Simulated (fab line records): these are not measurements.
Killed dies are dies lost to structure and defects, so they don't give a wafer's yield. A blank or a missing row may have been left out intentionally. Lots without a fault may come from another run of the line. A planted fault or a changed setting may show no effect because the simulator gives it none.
Which tool is to blame?	flow n5 finfet	7 lots, 21 wafers sampled, at 3 steps of a route of 1938

== WHAT EACH GAUGE READ, for each wafer ==
N5_WELL_APT_OVL_MEAS_09.
lot	measured	on	NWELL_OVL (nm)
L968	day 2 13:58	overlay-02	5 -6 -5
L970	day 3 01:52	overlay-02	-9 -6 -2
L974	day 4 01:44	overlay-01	-4 -1 -7
L981	day 5 19:35	overlay-01	-10 -5 -5
L984	day 6 14:26	overlay-01	-5 -9 -1
L987	day 7 07:35	overlay-02	-3 0 6

== EACH LOT AND THE TOOL THAT RAN IT (in order: tool; ch and the chambers of the sampled wafers; start) ==
lot	N5_ZERO_LAYER_PEB_09	N5_ZERO_LAYER_ETCH_17
L968	litho track-05 ch 0, day 2 12:39	rie diel-04 ch 0,3, day 2 12:58
L970	litho track-02 ch 0, day 3 00:40	rie diel-06 ch 0,1,2, day 3 00:52
L974	litho track-05 ch 0, day 4 00:39	rie diel-06 ch 2,3, day 4 00:50
L977	litho track-01, day 4 18:39	rie diel-02 ch 1,3, day 4 18:58
L981	litho track-02 ch 0, day 5 18:31	rie diel-02 ch 0,2,3, day 5 18:43
L984	litho track-02 ch 0, day 6 12:31	rie diel-02 ch 0,1,2, day 6 13:25
L987	litho track-02 ch 0, day 7 06:31	rie diel-06 ch 0,1,3, day 7 06:43
- N5_ZERO_LAYER_PEB_09
- N5_ZERO_LAYER_ETCH_17: etches SiO2 in CF4, target depth 12 nm, time 13.3 s.

== THE ANSWER, worked out from the rows above alone ==
Rule: what is usual is taken from the lots themselves. Put in order of their means at a reading, lots are off if they are a third of the lots or fewer, leave a main group of 4 or more, and stand apart from it by a gap of 3 or more times the standard deviation of the main group's means; of several such gaps the widest counts. A main group is skipped when, at the precision printed for the reading in the tables above, its means are all equal. Also off: a lot with no number at a reading for which 4 or more lots have one. All remaining lots with rows at the step are treated as sound.
None of the lots is off at any reading shown; this tells nothing.

== WHAT THE SIMULATOR HAD INSERTED ==
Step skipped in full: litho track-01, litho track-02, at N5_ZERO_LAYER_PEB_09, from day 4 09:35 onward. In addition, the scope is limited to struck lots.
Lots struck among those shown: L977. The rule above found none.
